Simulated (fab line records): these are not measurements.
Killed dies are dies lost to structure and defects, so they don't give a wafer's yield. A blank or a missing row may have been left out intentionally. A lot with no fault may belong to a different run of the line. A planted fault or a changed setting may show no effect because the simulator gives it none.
Split-lot study :: flow n5-finfet :: 21 wafers read across 7 lots, on a route 1938 steps long

ABOUT THE SPLIT
At N5_BEOL_M9_ETCH_66 (etches SOC in N2/H2, target depth 80 nm, overetch 16 nm, time 120 s), the setting bias-w was moved away from the recipe's 150 W on 5 of the 21 wafers read, by -16.9% to +5.3%. For the rest of the wafers, this setting stayed at what the recipe calls for.

The split's own step is where the reading is taken.

THE READING
rf-vpp-V, in V, at N5_BEOL_M9_ETCH_66 (etches SOC in N2/H2, target depth 80 nm, overetch 16 nm, time 120 s). Fault-free wafers of this fab line usually give 523.9 V, standard deviation 2.8 V.

wafer: L077.3
tool, chamber at the split: rie-diel-05, 3
bias-w as run, W: 150
against the recipe: recipe
rf-vpp-V, V: 524.8
against lot-mates on the recipe: -

wafer: L077.5
tool, chamber at the split: rie-diel-05, 0
bias-w as run, W: 150
against the recipe: recipe
rf-vpp-V, V: 524.8
against lot-mates on the recipe: -

wafer: L077.6
tool, chamber at the split: rie-diel-05, 1
bias-w as run, W: 150
against the recipe: recipe
rf-vpp-V, V: 526.1
against lot-mates on the recipe: -

wafer: L078.1
tool, chamber at the split: rie-diel-02, 2
bias-w as run, W: 132.4
against the recipe: -11.7%
rf-vpp-V, V: 482.0
against lot-mates on the recipe: -38.3

wafer: L078.2
tool, chamber at the split: rie-diel-02, 3
bias-w as run, W: 132.4
against the recipe: -11.7%
rf-vpp-V, V: 486.9
against lot-mates on the recipe: -33.4

wafer: L078.4
tool, chamber at the split: rie-diel-02, 1
bias-w as run, W: 150
against the recipe: recipe
rf-vpp-V, V: 520.3
against lot-mates on the recipe: -

wafer: L079.1
tool, chamber at the split: rie-diel-02, 3
bias-w as run, W: 150
against the recipe: recipe
rf-vpp-V, V: 526.3
against lot-mates on the recipe: -

wafer: L079.2
tool, chamber at the split: rie-diel-02, 2
bias-w as run, W: 150
against the recipe: recipe
rf-vpp-V, V: 523.8
against lot-mates on the recipe: -

wafer: L079.6
tool, chamber at the split: rie-diel-02, 2
bias-w as run, W: 157.9
against the recipe: +5.3%
rf-vpp-V, V: 542.0
against lot-mates on the recipe: +17.0

wafer: L082.4
tool, chamber at the split: rie-diel-02, 1
bias-w as run, W: 150
against the recipe: recipe
rf-vpp-V, V: 521.4
against lot-mates on the recipe: -

wafer: L082.5
tool, chamber at the split: rie-diel-02, 1
bias-w as run, W: 124.7
against the recipe: -16.9%
rf-vpp-V, V: 461.5
against lot-mates on the recipe: -61.2

wafer: L082.6
tool, chamber at the split: rie-diel-02, 0
bias-w as run, W: 150
against the recipe: recipe
rf-vpp-V, V: 524.0
against lot-mates on the recipe: -

wafer: L085.2
tool, chamber at the split: rie-diel-02, 1
bias-w as run, W: 150
against the recipe: recipe
rf-vpp-V, V: 520.7
against lot-mates on the recipe: -

wafer: L085.3
tool, chamber at the split: rie-diel-02, 0
bias-w as run, W: 150
against the recipe: recipe
rf-vpp-V, V: 524.2
against lot-mates on the recipe: -

wafer: L085.6
tool, chamber at the split: rie-diel-02, 3
bias-w as run, W: 150
against the recipe: recipe
rf-vpp-V, V: 527.0
against lot-mates on the recipe: -

wafer: L088.3
tool, chamber at the split: rie-diel-06, 2
bias-w as run, W: 150
against the recipe: recipe
rf-vpp-V, V: 528.4
against lot-mates on the recipe: -

wafer: L088.4
tool, chamber at the split: rie-diel-06, 3
bias-w as run, W: 150
against the recipe: recipe
rf-vpp-V, V: 516.4
against lot-mates on the recipe: -

wafer: L088.5
tool, chamber at the split: rie-diel-06, 2
bias-w as run, W: 150
against the recipe: recipe
rf-vpp-V, V: 527.8
against lot-mates on the recipe: -

wafer: L090.4
tool, chamber at the split: rie-diel-06, 0
bias-w as run, W: 150
against the recipe: recipe
rf-vpp-V, V: 524.0
against lot-mates on the recipe: -

wafer: L090.5
tool, chamber at the split: rie-diel-06, 0
bias-w as run, W: 129.7
against the recipe: -13.5%
rf-vpp-V, V: 479.0
against lot-mates on the recipe: -42.2

wafer: L090.6
tool, chamber at the split: rie-diel-06, 3
bias-w as run, W: 150
against the recipe: recipe
rf-vpp-V, V: 518.5
against lot-mates on the recipe: -

THE FIT
A straight line over all 21 wafers: rf-vpp-V changes by +3.47 V for each +1% of bias-w; r = +0.99; the points scatter about the line by 3.3 V.
The same after taking each lot's own level away (the mean of its wafers on the recipe; 21 wafers): +3.29 V for each +1%; r = +0.99; scatter 3.2 V.
On that fit, the largest move of bias-w shifts the reading by 56 V.
The span of the lots' own levels, 520.30 to 525.23 V, comes to 1.8 times the standard deviation stated above.
Consequently the slope shifts little with the lot-to-lot level, the two slopes agreeing.
Check: for one of the wafers moved furthest among these (-16.9%), held out of the fit, the line's prediction against its lot-mates is -52.1 V. Against them it came out at -61.2 V.
Tool readings at the split's step, against how far the setting was moved: rf-vpp-V r = +0.99.

THESE WAFERS: OTHER SPLITS
These wafers also went through other splits before the reading. Each is held against what the fit with the lots' levels taken away leaves over:
other split on the same wafers: N5_BEOL_M9_EXPOSE_08 dose-mj
wafers away from the commonest value: 6
r with rf-vpp-V (lot level and that fit taken away): +0.03

THE WHOLE CHAIN: every reading that the file lists as answering this split, in the file's order
step: N5_BEOL_M9_ETCH_66
what it does: etches SOC in N2/H2, target depth 80 nm, overetch 16 nm, time 120 s
reading: rf-vpp-V
change (the file's fit): +3.34 V for each +1% of the setting
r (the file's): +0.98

step: N5_BEOL_M9_ETCH_66
what it does: etches SOC in N2/H2, target depth 80 nm, overetch 16 nm, time 120 s
reading: SiARC_of_BEOL_M9_COAT_64.thk-nm (the simulator's own value, which no gauge read)
change (the file's fit): -0.077 nm for each +1% of the setting
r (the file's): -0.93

FILE'S OWN FIT
rf-vpp-V changes by +3.34 V for each +1% of bias-w, r = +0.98.
